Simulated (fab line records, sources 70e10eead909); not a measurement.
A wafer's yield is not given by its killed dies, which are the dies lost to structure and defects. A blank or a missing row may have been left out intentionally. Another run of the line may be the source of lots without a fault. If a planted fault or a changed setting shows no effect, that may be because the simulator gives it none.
What tool caused it? :: flow nandHarc :: Sampling: 11 lots, 33 wafers, 7 of 1302 route steps

== WHAT EACH GAUGE READ, for each wafer ==
NHARC_A_BLC_INSPECT_12.
lot: L783
measured: day 22 13:14
on: defectInspect-02
rawDefectCount: 76 80 62

lot: L784
measured: day 23 08:49
on: defectInspect-02
rawDefectCount: 99 107 92

lot: L788
measured: day 23 20:09
on: defectInspect-01
rawDefectCount: 68 57 62

lot: L787
measured: day 24 00:53
on: defectInspect-01
rawDefectCount: 83 81 64

lot: L789
measured: day 25 04:43
on: defectInspect-01
rawDefectCount: 78 70 70

lot: L790
measured: day 25 10:47
on: defectInspect-02
rawDefectCount: 148 115 112

lot: L795
measured: day 27 20:05
on: defectInspect-01
rawDefectCount: 126 147 136

lot: L800
measured: day 29 19:13
on: defectInspect-01
rawDefectCount: 99 98 102

lot: L803
measured: day 30 23:07
on: defectInspect-01
rawDefectCount: 37 30 40

lot: L805
measured: day 31 11:48
on: defectInspect-02
rawDefectCount: 37 39 46

lot: L806
measured: day 32 19:05
on: defectInspect-02
rawDefectCount: 112 117 93

NHARC_A_BLC_INSPECT_28.
lot: L783
measured: day 22 16:16
on: defectInspect-02
rawDefectCount: 495 493 584

lot: L784
measured: day 23 11:52
on: defectInspect-01
rawDefectCount: 531 587 636

lot: L788
measured: day 23 23:10
on: defectInspect-01
rawDefectCount: 689 513 640

lot: L787
measured: day 24 03:58
on: defectInspect-01
rawDefectCount: 435 394 389

lot: L789
measured: day 25 07:43
on: defectInspect-01
rawDefectCount: 440 552 430

lot: L790
measured: day 25 13:58
on: defectInspect-01
rawDefectCount: 820 458 510

lot: L795
measured: day 27 23:06
on: defectInspect-02
rawDefectCount: 628 467 1763

lot: L800
measured: day 29 22:13
on: defectInspect-01
rawDefectCount: 638 516 435

lot: L803
measured: day 31 02:08
on: defectInspect-01
rawDefectCount: 566 450 603

lot: L805
measured: day 31 15:19
on: defectInspect-02
rawDefectCount: 587 294 390

lot: L806
measured: day 32 22:05
on: defectInspect-01
rawDefectCount: 555 453 625

NHARC_A_M0_INSPECT_11.
lot: L783
measured: day 22 17:21
on: defectInspect-01
rawDefectCount: 79 71 60

lot: L784
measured: day 23 12:54
on: defectInspect-02
rawDefectCount: 92 105 93

lot: L788
measured: day 24 00:13
on: defectInspect-02
rawDefectCount: 67 56 71

lot: L787
measured: day 24 05:00
on: defectInspect-02
rawDefectCount: 87 78 68

lot: L789
measured: day 25 08:45
on: defectInspect-01
rawDefectCount: 80 67 69

lot: L790
measured: day 25 14:52
on: defectInspect-01
rawDefectCount: 150 116 111

lot: L795
measured: day 28 00:00
on: defectInspect-01
rawDefectCount: 131 146 1295

lot: L800
measured: day 29 23:15
on: defectInspect-01
rawDefectCount: 104 103 104

lot: L803
measured: day 31 03:10
on: defectInspect-02
rawDefectCount: 39 34 39

lot: L805
measured: day 31 16:13
on: defectInspect-02
rawDefectCount: 37 40 44

lot: L806
measured: day 32 23:07
on: defectInspect-02
rawDefectCount: 108 122 91

NHARC_END_SORT_01.
lot: L795
measured: day 29 18:34
on: prober-01
killedAtArray: 85 68 553
killedAtOther: 1 0 0
killedAtPeriphery: 1 3 1
killedDies: 87 71 554
killedOpen: 2 6 2
killedShort: 3 1 0

== WHAT TOOL EACH LOT RAN ON (gives the tool, then ch and the chambers of the sampled wafers, and finally the start) ==
lot: L783
NHARC_A_BLC_STRIP_21: rieDiel-07 ch 0,1, day 22 14:27
NHARC_A_BLC_PVD_32: pvdSputter-01, day 22 15:54 or earlier
NHARC_A_BLC_CMP_25: cmp-02 ch 0,1,2, day 22 15:54

lot: L784
NHARC_A_BLC_STRIP_21: rieDiel-13 ch 1,2,3, day 23 10:04
NHARC_A_BLC_PVD_32: pvdSputter-01, day 23 11:28 or earlier
NHARC_A_BLC_CMP_25: cmp-01 ch 0,1,2, day 23 11:28

lot: L788
NHARC_A_BLC_STRIP_21: rieDiel-07 ch 0,1,3, day 23 21:23
NHARC_A_BLC_PVD_32: pvdSputter-03, day 23 22:47 or earlier
NHARC_A_BLC_CMP_25: cmp-02 ch 0,3, day 23 22:47

lot: L787
NHARC_A_BLC_STRIP_21: rieDiel-07 ch 1,2, day 24 02:10
NHARC_A_BLC_PVD_32: pvdSputter-02, day 24 03:34 or earlier
NHARC_A_BLC_CMP_25: cmp-01 ch 0,1, day 24 03:34

lot: L789
NHARC_A_BLC_STRIP_21: rieDiel-05 ch 0,1,3, day 25 05:55
NHARC_A_BLC_PVD_32: pvdSputter-01, day 25 07:20 or earlier
NHARC_A_BLC_CMP_25: cmp-02 ch 0,2, day 25 07:20

lot: L790
NHARC_A_BLC_STRIP_21: rieDiel-07 ch 1,2, day 25 12:11
NHARC_A_BLC_PVD_32: pvdSputter-01, day 25 13:35 or earlier
NHARC_A_BLC_CMP_25: cmp-02 ch 0,1,2, day 25 13:35

lot: L795
NHARC_A_BLC_STRIP_21: rieDiel-07 ch 1,2,3, day 27 21:19
NHARC_A_BLC_PVD_32: pvdSputter-03, day 27 22:43 or earlier
NHARC_A_BLC_CMP_25: cmp-02 ch 1,2, day 27 22:43

lot: L800
NHARC_A_BLC_STRIP_21: rieDiel-13 ch 0,1,3, day 29 20:26
NHARC_A_BLC_PVD_32: pvdSputter-01, day 29 21:49 or earlier
NHARC_A_BLC_CMP_25: cmp-03 ch 2,3, day 29 21:49

lot: L803
NHARC_A_BLC_STRIP_21: rieDiel-07 ch 0,1,2, day 31 00:21
NHARC_A_BLC_PVD_32: pvdSputter-01, day 31 01:44 or earlier
NHARC_A_BLC_CMP_25: cmp-01 ch 0,1, day 31 01:44

lot: L805
NHARC_A_BLC_STRIP_21: rieDiel-07 ch 0,1,2, day 31 13:02
NHARC_A_BLC_PVD_32: pvdSputter-03, day 31 14:55 or earlier
NHARC_A_BLC_CMP_25: cmp-03 ch 1,2, day 31 14:55

lot: L806
NHARC_A_BLC_STRIP_21: rieDiel-07 ch 0,2,3, day 32 20:18
NHARC_A_BLC_PVD_32: pvdSputter-01, day 32 21:43 or earlier
NHARC_A_BLC_CMP_25: cmp-03 ch 0,1,2, day 32 21:43
- NHARC_A_BLC_STRIP_21: strips in O2.
- NHARC_A_BLC_PVD_32: deposits Ti, target thk 5 nm, time 17.7 s.
- NHARC_A_BLC_CMP_25: polishes, t overpolish 30 s, target thk 150 nm.

== AS READ BY THE TOOLS THEMSELVES (means over the sampled wafers that have a number; for cases with no such wafer, the mark the record gives instead) ==
NHARC_A_BLC_STRIP_21.
lot: L783
tool: rieDiel-07
drypumpMotorCurrentA (A): 5.2
mfcArSccm (sccm): 0.000
oesProductAu (a.u.): 0.993
rfVppV (V): 56.7
showerheadPlenumPTorr (Torr): 3.31
throttleValvePct (%): 17.037

lot: L784
tool: rieDiel-13
drypumpMotorCurrentA (A): 5.7
mfcArSccm (sccm): 0.015
oesProductAu (a.u.): 1.000
rfVppV (V): 57.6
showerheadPlenumPTorr (Torr): 3.50
throttleValvePct (%): 17.030

lot: L788
tool: rieDiel-07
drypumpMotorCurrentA (A): 5.3
mfcArSccm (sccm): 0.000
oesProductAu (a.u.): 0.989
rfVppV (V): 57.6
showerheadPlenumPTorr (Torr): 3.33
throttleValvePct (%): 17.040

lot: L787
tool: rieDiel-07
drypumpMotorCurrentA (A): 5.1
mfcArSccm (sccm): 0.000
oesProductAu (a.u.): 1.005
rfVppV (V): 57.2
showerheadPlenumPTorr (Torr): 3.32
throttleValvePct (%): 17.031

lot: L789
tool: rieDiel-05
drypumpMotorCurrentA (A): 6.0
mfcArSccm (sccm): 0.005
oesProductAu (a.u.): 0.993
rfVppV (V): 57.1
showerheadPlenumPTorr (Torr): 3.47
throttleValvePct (%): 17.040

lot: L790
tool: rieDiel-07
drypumpMotorCurrentA (A): 5.0
mfcArSccm (sccm): 0.000
oesProductAu (a.u.): 1.000
rfVppV (V): 57.0
showerheadPlenumPTorr (Torr): 3.34
throttleValvePct (%): 17.029

lot: L795
tool: rieDiel-07
drypumpMotorCurrentA (A): 5.3
mfcArSccm (sccm): 0.000
oesProductAu (a.u.): 0.994
rfVppV (V): 57.2
showerheadPlenumPTorr (Torr): 3.34
throttleValvePct (%): 17.040

lot: L800
tool: rieDiel-13
drypumpMotorCurrentA (A): 5.8
mfcArSccm (sccm): 0.011
oesProductAu (a.u.): 0.997
rfVppV (V): 57.9
showerheadPlenumPTorr (Torr): 3.48
throttleValvePct (%): 17.037

lot: L803
tool: rieDiel-07
drypumpMotorCurrentA (A): 5.1
mfcArSccm (sccm): 0.000
oesProductAu (a.u.): 0.995
rfVppV (V): 58.5
showerheadPlenumPTorr (Torr): 3.31
throttleValvePct (%): 17.044

lot: L805
tool: rieDiel-07
drypumpMotorCurrentA (A): 5.2
mfcArSccm (sccm): 0.000
oesProductAu (a.u.): 0.995
rfVppV (V): 58.4
showerheadPlenumPTorr (Torr): 3.31
throttleValvePct (%): 17.040

lot: L806
tool: rieDiel-07
drypumpMotorCurrentA (A): 5.4
mfcArSccm (sccm): 0.000
oesProductAu (a.u.): 0.998
rfVppV (V): 56.5
showerheadPlenumPTorr (Torr): 3.31
throttleValvePct (%): 17.042

NHARC_A_BLC_PVD_32.
lot: L783
tool: pvdSputter-01
substrateTempC (C): 200.04
throttleValvePct (%): 29.0

lot: L784
tool: pvdSputter-01
substrateTempC (C): 200.22
throttleValvePct (%): 29.0

lot: L788
tool: pvdSputter-03
substrateTempC (C): 200.06
throttleValvePct (%): 29.7

lot: L787
tool: pvdSputter-02
substrateTempC (C): 200.00
throttleValvePct (%): 30.3

lot: L789
tool: pvdSputter-01
substrateTempC (C): 199.99
throttleValvePct (%): 28.8

lot: L790
tool: pvdSputter-01
substrateTempC (C): 200.05
throttleValvePct (%): 28.7

lot: L795
tool: pvdSputter-03
substrateTempC (C): 200.03
throttleValvePct (%): 30.1

lot: L800
tool: pvdSputter-01
substrateTempC (C): 200.15
throttleValvePct (%): 28.3

lot: L803
tool: pvdSputter-01
substrateTempC (C): 200.16
throttleValvePct (%): 28.7

lot: L805
tool: pvdSputter-03
substrateTempC (C): 200.06
throttleValvePct (%): 29.6

lot: L806
tool: pvdSputter-01
substrateTempC (C): 199.90
throttleValvePct (%): 29.2

NHARC_A_BLC_CMP_25.
lot: L783
tool: cmp-02
motorCurrentA (A): 13.6
overpolishRunS (s): 29.994
slurryFlowMlMin: 149.7
timeToEndpointS (s): 34.0

lot: L784
tool: cmp-01
motorCurrentA (A): 13.1
overpolishRunS (s): 30.004
slurryFlowMlMin: 150.1
timeToEndpointS (s): 27.3

lot: L788
tool: cmp-02
motorCurrentA (A): 14.1
overpolishRunS (s): 30.007
slurryFlowMlMin: 150.3
timeToEndpointS (s): 27.6

lot: L787
tool: cmp-01
motorCurrentA (A): 12.6
overpolishRunS (s): 29.997
slurryFlowMlMin: 150.0
timeToEndpointS (s): 29.3

lot: L789
tool: cmp-02
motorCurrentA (A): 13.5
overpolishRunS (s): 29.995
slurryFlowMlMin: 149.8
timeToEndpointS (s): 26.5

lot: L790
tool: cmp-02
motorCurrentA (A): 13.4
overpolishRunS (s): 29.997
slurryFlowMlMin: 149.9
timeToEndpointS (s): 31.5

lot: L795
tool: cmp-02
motorCurrentA (A): 13.2
overpolishRunS (s): 29.996
slurryFlowMlMin: 149.5
timeToEndpointS (s): 30.4

lot: L800
tool: cmp-03
motorCurrentA (A): 13.9
overpolishRunS (s): 29.993
slurryFlowMlMin: 150.4
timeToEndpointS (s): 32.0

lot: L803
tool: cmp-01
motorCurrentA (A): 12.8
overpolishRunS (s): 30.011
slurryFlowMlMin: 150.0
timeToEndpointS (s): 28.9

lot: L805
tool: cmp-03
motorCurrentA (A): 12.7
overpolishRunS (s): 29.997
slurryFlowMlMin: 150.2
timeToEndpointS (s): 30.3

lot: L806
tool: cmp-03
motorCurrentA (A): 12.3
overpolishRunS (s): 29.993
slurryFlowMlMin: 150.3
timeToEndpointS (s): 30.7

== THE ANSWER, worked out from the rows above alone ==
Rule: the usual values come from the lots themselves. Put in order of their means at a reading, lots are off if they are a third of the lots or fewer, leave a main group of 4 or more, and stand apart from it by a gap of 3 or more times the standard deviation of the main group's means; of several such gaps the widest counts. If all means in a main group match to the digits the tables above print for the reading, that group is not used. Also off: a lot with no number at a reading for which 4 or more lots have one. All remaining lots with rows at the step are treated as sound. The gauges are gone through in route order, then the tools' own readings, and for those a lot's mean is taken as printed above. At the first step where some lot is off, the reading lying furthest off is the one used; lots without a number count as furthest.
Off at NHARC_A_BLC_INSPECT_28 (rawDefectCount): L795. Main group: mean 524, sd 66.
If a tool, at a process step before that reading, ran all the lots that are off and no sound lot after the first of them, it fits. Not tried: the gauges at NHARC_A_BLC_INSPECT_28; whatever is off there is also off at NHARC_A_M0_INSPECT_11, on other tools, and gauge error can't account for it. Because NHARC_A_BLC_PVD_32 lacks a start for some lots, the hours and order of its lots are taken from NHARC_A_BLC_CMP_25. One candidate fits, namely cmp-02 at NHARC_A_BLC_CMP_25. A fault onset in the window from L790 (day 25 13:35, its last sound lot) to L795 (day 27 22:43, its first lot off) fits.

== WHAT WAS PUT IN BY THE SIMULATOR ==
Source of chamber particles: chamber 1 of cmp-02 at NHARC_A_BLC_CMP_25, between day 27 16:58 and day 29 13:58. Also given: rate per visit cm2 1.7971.
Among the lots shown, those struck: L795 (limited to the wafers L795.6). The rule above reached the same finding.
